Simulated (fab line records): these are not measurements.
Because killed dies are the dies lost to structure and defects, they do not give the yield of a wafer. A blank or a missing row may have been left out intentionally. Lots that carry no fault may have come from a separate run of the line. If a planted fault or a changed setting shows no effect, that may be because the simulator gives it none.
A lot that was struck, set against a sound lot || flow n5-finfet || 17 steps out of a route of 1938
Sound: the wafers L698.1, L698.3, L698.6. Struck: wafers L706.2, L706.4. (L706.6 of the same lot was not struck and is left out.) The cause comes at the end.
At each step with rows: each side's tool, then ch and its chambers, then its first start. Under that, the readings that differ: sound wafers || struck wafers || difference of the means || sigmas: that difference in standard deviations of wafers without a fault.
alike: same words and numbers on both sides, and readings whose means sit less than 2 such deviations apart. not compared: any withheld reading, any reading some wafer has no value for, any bound like >300 that may hide the same value, and any number with overlapping values for which the record gives no deviation.
The two part at a step that has a row with sigmas, a row that says differs or no value, or rows on one side only. Numbers that don't overlap but have no deviation are shown without sigmas and don't part them. A reading missing from all wafers of one side parts the sides only when that side holds two or more wafers.

first, 9 steps without rows for these wafers: N5_BEOL_M10_HM_DEP_02 (deposits TiN, target thk 20 nm); N5_BEOL_M10_COAT_59 (time 60 s, resist thk 100 nm); N5_BEOL_M10_COAT_60 (time 60 s, resist thk 30 nm); N5_BEOL_M10_COAT_05 (resist thk 90 nm); N5_BEOL_M10_EBR_07; N5_BEOL_M10_SOFTBAKE_06 (time 60 s); N5_BEOL_M10_EXPOSE_08 (exposes mask M10); N5_BEOL_M10_PEB_09 (peb time 60 s); N5_BEOL_M10_DEVELOP_10 (develop time 30 s).
N5_BEOL_M10_DESCUM_16: chemistry O2, time 7.9 s.
  sound on rie-diel-02 ch 1,2,3, day 10 20:42; struck on rie-diel-02 ch 0,2, day 13 02:13
{"reading": "model.CAR-ArF_of_BEOL_M10_COAT_05.thk-nm (nm)", "sound": "83.8 84.2 84.2", "struck": "86 86", "difference": "+2", "sigmas": ""}
  alike: drypump-motor-current-A, oes-product-au, rf-vpp-V, showerhead-plenum-p-Torr, throttle-valve-pct
  not compared: rf-hours-counter-h
N5_BEOL_M10_ETCH_61: etches SiARC in CF4, target depth 39 nm, time 65 s.
  sound on rie-diel-02 ch 1,2,3, day 10 20:44; struck on rie-diel-02 ch 0,2, day 13 02:16
{"reading": "model.CAR-ArF_of_BEOL_M10_COAT_05.thk-nm (nm)", "sound": "55.8 56.2 56.2", "struck": "58 58", "difference": "+2", "sigmas": ""}
{"reading": "model.BEOL_M10.cd-offset-nm (nm)", "sound": "0.4 0.2 0.2", "struck": "-1 -0.8", "difference": -1, "sigmas": ""}
  alike: drypump-motor-current-A, etch-rf-on-time-s, mfc-ar-sccm, oes-product-au, rf-vpp-V, showerhead-plenum-p-Torr, throttle-valve-pct
  not compared: rf-hours-counter-h
then, 3 steps without rows for these wafers: N5_BEOL_M10_ETCH_62 (etches SOC in N2/H2, target depth 110 nm, overetch 22 nm, time 165 s); N5_BEOL_M10_STRIP_68 (strips in N2/H2); N5_BEOL_M10_STRIP_67 (strips in CF4).
N5_BEOL_M10_HM_OPEN_17: chemistry Cl2/BCl3, target TiN, target depth 20 nm, overetch 6 nm.
  sound on rie-metal-03 ch 0,1, day 10 20:59; struck on rie-metal-02 ch 1, day 13 02:30
{"reading": "model.BEOL_M10.cd-offset-nm (nm)", "sound": "0.2 0.2 0.2", "struck": "-0.6 -1", "difference": -1.0, "sigmas": ""}
  alike: drypump-motor-current-A, mfc-ar-sccm, oes-product-au, throttle-valve-pct
  not compared: rf-hours-counter-h
then, 2 steps without rows for these wafers: N5_BEOL_M10_STRIP_19 (strips in O2); N5_PASSIVATION_PROBE_49.

## WHERE THEY PART
Nowhere in this record.

WHY: what had been put in by the simulator
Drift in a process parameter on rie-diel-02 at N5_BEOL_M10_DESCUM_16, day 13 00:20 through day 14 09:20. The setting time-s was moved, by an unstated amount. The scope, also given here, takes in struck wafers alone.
